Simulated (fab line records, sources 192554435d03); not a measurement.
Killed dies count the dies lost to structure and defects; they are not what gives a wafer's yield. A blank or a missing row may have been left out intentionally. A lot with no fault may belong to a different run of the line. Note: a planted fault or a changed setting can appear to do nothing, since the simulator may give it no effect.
Chamber matching :: flow n5 finfet :: rie diel-01 running N5_BEOL_M2_STRIP_66: 4 sister chambers
The step strips in CF4. 4 wafers are shown with their chamber, then 9 later ones without.

WAFERS, EACH WITH ITS CHAMBER
wafer: L081.4
chamber: 0
showerhead plenum p Torr (Torr): 1.84

wafer: L087.1
chamber: 2
showerhead plenum p Torr (Torr): 1.75

wafer: L087.2
chamber: 1
showerhead plenum p Torr (Torr): 1.86

wafer: L087.4
chamber: 3
showerhead plenum p Torr (Torr): 1.73

WAFERS WHOSE CHAMBER IS MISSING
wafer: L086.2
showerhead plenum p Torr (Torr): 1.86

wafer: L086.4
showerhead plenum p Torr (Torr): 1.75

wafer: L086.6
showerhead plenum p Torr (Torr): 1.73

wafer: L092.1
showerhead plenum p Torr (Torr): 1.74

wafer: L092.3
showerhead plenum p Torr (Torr): 1.86

wafer: L092.5
showerhead plenum p Torr (Torr): 1.74

wafer: L097.1
showerhead plenum p Torr (Torr): 1.85

wafer: L097.4
showerhead plenum p Torr (Torr): 1.74

wafer: L097.6
showerhead plenum p Torr (Torr): 1.85

EACH ONE'S CHAMBER
wafer: L086.2
from the rows above: 1
in truth: 1

wafer: L086.4
from the rows above: 2
in truth: 2

wafer: L086.6
from the rows above: 3
in truth: 3

wafer: L092.1
from the rows above: can't be placed: 2 or 3
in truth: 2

wafer: L092.3
from the rows above: 1
in truth: 1

wafer: L092.5
from the rows above: can't be placed: 2 or 3
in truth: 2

wafer: L097.1
from the rows above: can't be placed: 0 or 1
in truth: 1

wafer: L097.4
from the rows above: can't be placed: 2 or 3
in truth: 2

wafer: L097.6
from the rows above: can't be placed: 0 or 1
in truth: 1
Correct placement for 4 of the 9. Cannot be placed on the basis of these rows: 5; the candidates contain the true chamber in 5. Number placed wrongly: 0.
How it was worked out, from the rows above alone: a wafer's distance from a chamber is the root of the sum, over the readings, of the square of ((its reading less the chamber's mean) divided by the reading's scatter). If the next closest chamber is less than 2 further off than the closest, the wafer can't be placed; otherwise it belongs to the closest. Each chamber's mean is taken over the wafers shown for it. The scatter: root of mean squared gap, hidden wafer to nearest shown wafer, with one shown wafer a chamber.
